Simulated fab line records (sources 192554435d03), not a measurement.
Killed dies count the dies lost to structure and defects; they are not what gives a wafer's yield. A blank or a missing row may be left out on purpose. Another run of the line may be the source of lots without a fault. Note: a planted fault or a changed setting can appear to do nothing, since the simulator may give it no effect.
Chamber matching | flow n5Finfet | N5_BEOL_M8_CURE_74 on uvCure-03: 3 sister chambers
The step cures SiCOH lowk, time 240 s. 3 wafers are shown with their chamber, then 8 later ones without.

== WAFERS PAIRED WITH THEIR CHAMBERS ==
wafer  | chamber | wafer_temp_C_max
L075.5 | 2       | 387.4
L081.5 | 1       | 387.1
L085.1 | 0       | 386.2

== WAFERS MISSING THEIR CHAMBER ==
wafer  | wafer_temp_C_max
L085.5 | 386.5
L085.6 | 386.7
L089.1 | 386.2
L089.2 | 386.3
L089.5 | 386.3
L094.2 | 386.8
L094.3 | 387.0
L094.5 | 387.7

== WHICH CHAMBER EACH WENT THROUGH ==
wafer  | from the rows above          | in truth
L085.5 | can't be placed: 0 or 1      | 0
L085.6 | can't be placed: 1 or 0 or 2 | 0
L089.1 | 0                            | 0
L089.2 | 0                            | 0
L089.5 | 0                            | 0
L094.2 | can't be placed: 1 or 2 or 0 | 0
L094.3 | can't be placed: 1 or 2      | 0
L094.5 | can't be placed: 2 or 1      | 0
Correctly placed: 3 of 8. Not placeable from these rows: 5 (in 3, the candidates include the true chamber). Placed wrongly: 0.
How it was worked out, from the rows above alone: a wafer's distance from a chamber is the root of the sum, over the readings, of the square of ((its reading less the chamber's mean) divided by the reading's scatter). The wafer belongs to the nearest chamber; if the next one is less than 2 further off, it can't be placed. For every chamber, the mean is computed from those of its wafers that are shown. The scatter: root of mean squared gap, hidden wafer to nearest shown wafer, with one shown wafer a chamber.
